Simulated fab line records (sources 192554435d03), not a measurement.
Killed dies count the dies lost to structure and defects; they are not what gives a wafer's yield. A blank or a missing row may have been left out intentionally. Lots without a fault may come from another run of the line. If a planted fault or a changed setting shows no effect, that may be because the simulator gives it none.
A struck lot beside a sound one -- flow n5-finfet -- 15 steps out of a route of 1938
Sound: the wafers L158.2, L158.3, L158.6. Struck: wafer L152.6 (left out: L152.3, a lot-mate that was not struck); the cause follows at the end.
At each step with rows: each side's tool, then ch and its chambers, then its first start. Under that, the readings that differ: sound wafers -- struck wafers -- difference of the means -- sigmas: that difference in standard deviations of wafers without a fault.
alike: same words and numbers on both sides, and readings whose means sit less than 2 such deviations apart. not compared: any withheld reading, any reading some wafer has no value for, any bound like >300 that may hide the same value, and any number with overlapping values for which the record gives no deviation.
A row with sigmas, a row that says differs or no value, or rows on one side alone: a step with any of these is where the two part. When numbers do not overlap yet have no deviation, they are printed without sigmas and do not part them. A reading missing from all wafers of one side parts the sides only when that side holds two or more wafers.

first, 7 steps without rows for these wafers: N5_HKMG_FIN_COAT_30 (time 60 s, resist thk 35 nm); N5_HKMG_FIN_COAT_06 (resist thk 90 nm); N5_HKMG_FIN_EBR_08; N5_HKMG_FIN_SOFTBAKE_07 (time 60 s); N5_HKMG_FIN_EXPOSE_09 (exposes mask NWFM); N5_HKMG_FIN_PEB_10 (peb time 60 s); N5_HKMG_FIN_DEVELOP_11 (develop time 30 s).
N5_HKMG_FIN_CD_MEAS_12: the cd target is 92.8 nm.
  sound on cd-sem-03 ch 0, day 9 02:42; struck on cd-sem-01 ch 0, day 7 13:55
reading,sound,struck,difference,sigmas
cd-nm (nm),93.1 93.1 93.1,91.8,-1.3,-3
N5_HKMG_FIN_OVL_MEAS_13:
  sound on overlay-02 ch 0, day 9 02:44; struck on overlay-02 ch 0, day 7 13:56
  alike: NWFM_OVL
N5_HKMG_FIN_INSPECT_14: inspects for defects (macro).
  sound: defect-inspect-02 at day 9 02:46; struck: defect-inspect-02 at day 7 13:58
  alike: raw-defect-count
N5_HKMG_FIN_DESCUM_17: chemistry O2, time 7.9 s.
  sound on rie-diel-06 ch 0,1, day 9 02:47; struck on rie-diel-03 ch 0, day 7 14:00
  alike: drypump-motor-current-A, oes-product-au, rf-vpp-V, showerhead-plenum-p-Torr, throttle-valve-pct
  not compared: rf-hours-counter-h
N5_HKMG_FIN_ETCH_31: etches SiARC in CF4, target depth 45.5 nm, time 75.8 s.
  sound on rie-diel-06 ch 0,1, day 9 02:49; struck on rie-diel-03 ch 0, day 7 14:02
  alike: drypump-motor-current-A, etch-rf-on-time-s, oes-product-au, rf-vpp-V, showerhead-plenum-p-Torr, throttle-valve-pct
  not compared: rf-hours-counter-h
N5_HKMG_FIN_ETCH_32: etches SOC in N2/H2, target depth 240 nm, time 300 s.
  sound on rie-diel-06 ch 0,1, day 9 02:53; struck on rie-diel-03 ch 0, day 7 14:05
reading,sound,struck,difference,sigmas
model.HKMG_FIN.feature-depth-nm (nm),236 245.8 244,184.6,-57.3,
model.etch.depth-nm (nm),235.9 245.7 244.1,184.7,-57.2,
model.SiARC_of_HKMG_FIN_COAT_30.thk-nm (nm),21.8 20.8 21.2,24.4,+3.1,
  alike: drypump-motor-current-A, h2-flow-sccm, n2-flow-sccm, oes-product-au, rf-vpp-V, showerhead-plenum-p-Torr, throttle-valve-pct
  not compared: rf-hours-counter-h
then, 1 step without rows for these wafers: N5_HKMG_FIN_STRIP_33 (strips in N2/H2).
-- the record jumps here: 4 days lie between the struck wafers' starts before and after (it left off in module HKMG_FIN and takes up again in module BEOL_M4, whose first step shown is number 1111 of the route) --
N5_BEOL_M4_RC_MEAS_101:
  sound on prober-01 ch 0, day 12 22:34; struck on prober-01 ch 0, day 11 18:13
reading,sound,struck,difference,sigmas
DIBL_N (mV/V),37.4 38.9 39.5,34.7,-3.9,-3
  alike: DIBL_P, IOFF_N, IOFF_P, ION_N, ION_P, SS_N, SS_P, VT_N, VT_P

## WHERE THEY PART
Last at N5_BEOL_M4_RC_MEAS_101 as far as this record goes, first at N5_HKMG_FIN_CD_MEAS_12.

WHY: what had been put in by the simulator
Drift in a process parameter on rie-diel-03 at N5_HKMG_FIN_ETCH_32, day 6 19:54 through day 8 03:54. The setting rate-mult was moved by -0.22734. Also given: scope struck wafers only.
